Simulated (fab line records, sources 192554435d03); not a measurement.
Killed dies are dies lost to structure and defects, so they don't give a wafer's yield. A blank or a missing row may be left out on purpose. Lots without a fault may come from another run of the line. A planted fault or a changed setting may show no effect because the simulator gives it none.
Split-lot experiment | flow n5_finfet | 7 lots, 21 wafers read, on a route of 1938 steps

THE SPLIT
At N5_BEOL_M0_SAQP_SPACER1_ALD_98 (deposits SiO2, target thk 12.8 nm, pulse time 1 s, purge time 2 s), the setting ald_cycles was moved away from the recipe's 138 on 6 of the 21 wafers read, by -13.0% to +15.9%. The other wafers ran this setting at the recipe's value.

FROM THE SPLIT TO THE READING: what the file shows between them, 2 steps
- N5_BEOL_M0_SAQP_SPACER1_ETCHBACK_99: etches SiO2 in CHF3/O2, target depth 15.4 nm, time 7.7 s
- N5_BEOL_M0_SAQP_MANDREL1_REMOVE_100: chemistry HBr/Cl2/O2, target a-Si, stops on SiNx, bt time 10 s

THE READING
cd_nm, in nm, at N5_BEOL_M0_SAQP_CD_MEAS_25 (target cd 13.1 nm). Fault-free wafers of this fab line usually give 12.83 nm, standard deviation 0.23 nm.

wafer  | tool, chamber at the split | ald_cycles as run | against the recipe | cd_nm, nm | against lot-mates on the recipe
L078.2 | ald_sin-03, 0,3            | 138               | recipe             | 12.70     | -
L078.4 | ald_sin-03, 1              | 154               | +11.6%             | 14.58     | +1.84
L078.5 | ald_sin-03, 0,3            | 138               | recipe             | 12.78     | -
L087.2 | ald_sin-03, 1              | 156               | +13.0%             | 14.35     | +1.78
L087.5 | ald_sin-03, 1              | 138               | recipe             | 12.39     | -
L087.6 | ald_sin-03, 0              | 138               | recipe             | 12.74     | -
L088.1 | ald_sin-03, 2,0            | 138               | recipe             | 12.55     | -
L088.2 | ald_sin-03, 2,0            | 138               | recipe             | 13.28     | -
L088.6 | ald_sin-03, 3              | 138               | recipe             | 12.62     | -
L090.2 | ald_sin-04, 2,0,1          | 138               | recipe             | 12.91     | -
L090.3 | ald_sin-04, 2,0,1          | 138               | recipe             | 12.74     | -
L090.5 | ald_sin-04, 2,0,1          | 138               | recipe             | 12.79     | -
L095.2 | ald_sin-03, 3,0            | 121               | -12.3%             | 11.05     | -1.76
L095.3 | ald_sin-03, 3,0            | 121               | -12.3%             | 10.75     | -2.06
L095.5 | ald_sin-03, 2              | 138               | recipe             | 12.81     | -
L096.1 | ald_sin-03, 1,0            | 138               | recipe             | 13.10     | -
L096.2 | ald_sin-03, 1,0            | 138               | recipe             | 13.27     | -
L096.6 | ald_sin-03, 1              | 120               | -13.0%             | 11.40     | -1.78
L097.3 | ald_sin-02, 0,1            | 138               | recipe             | 13.00     | -
L097.4 | ald_sin-02, 0,1            | 138               | recipe             | 12.86     | -
L097.5 | ald_sin-02, 3              | 160               | +15.9%             | 14.85     | +1.92
Where a row lists several chambers, the file gives one row for several wafers and doesn't say which wafer went through which chamber.

THE FIT
A straight line over all 21 wafers: cd_nm changes by +0.134 nm for each +1% of ald_cycles; r = +0.97; the points scatter about the line by 0.26 nm.
The same after taking each lot's own level away (the mean of its wafers on the recipe; 21 wafers): +0.141 nm for each +1%; r = +0.98; scatter 0.19 nm.
On that fit, the largest move of ald_cycles shifts the reading by 2.2 nm.
The lots' own levels span 12.565 to 13.185 nm, that is 2.7 times the standard deviation above.
So the lot-to-lot level changes the slope little: the two slopes agree.
Check: with one of the wafers moved furthest among these (+15.9%) left out of the fit, the line predicts +2.35 nm for it against its lot-mates. It came out at +1.92 nm against them.

OTHER SPLITS ON THESE WAFERS
These wafers also went through other splits before the reading. Each is held against what the fit with the lots' levels taken away leaves over:
other split on the same wafers    | wafers away from the commonest value | r with cd_nm (lot level and that fit taken away)
N5_BEOL_M0_SAQP_EXPOSE_11 dose_mj | 9                                    | +0.35

THE WHOLE CHAIN: every reading that the file lists as answering this split, in the file's order
step                                | what it does                                                      | reading                                                                                     | change (the file's fit)               | r (the file's)
N5_BEOL_M0_SAQP_SPACER1_ALD_98      | deposits SiO2, target thk 12.8 nm, pulse time 1 s, purge time 2 s | SiO2_of_BEOL_M0_SAQP_SPACER1_ALD_98.thk_nm (the simulator's own value, which no gauge read) | +0.126 nm for each +1% of the setting | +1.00
N5_BEOL_M0_SAQP_MANDREL1_REMOVE_100 | chemistry HBr/Cl2/O2, target a-Si, stops on SiNx, bt time 10 s    | BEOL_M0_SAQP.cd_nm (the simulator's own value, which no gauge read)                         | +0.133 nm for each +1% of the setting | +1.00
N5_BEOL_M0_SAQP_MANDREL1_REMOVE_100 | chemistry HBr/Cl2/O2, target a-Si, stops on SiNx, bt time 10 s    | SiO2_of_BEOL_M0_SAQP_SPACER1_ALD_98.thk_nm (the simulator's own value, which no gauge read) | +0.124 nm for each +1% of the setting | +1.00
N5_BEOL_M0_SAQP_CD_MEAS_25          | target cd 13.1 nm                                                 | cd_nm                                                                                       | +0.139 nm for each +1% of the setting | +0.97

THE FILE'S OWN FIT
cd_nm changes by +0.139 nm for each +1% of ald_cycles, r = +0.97.
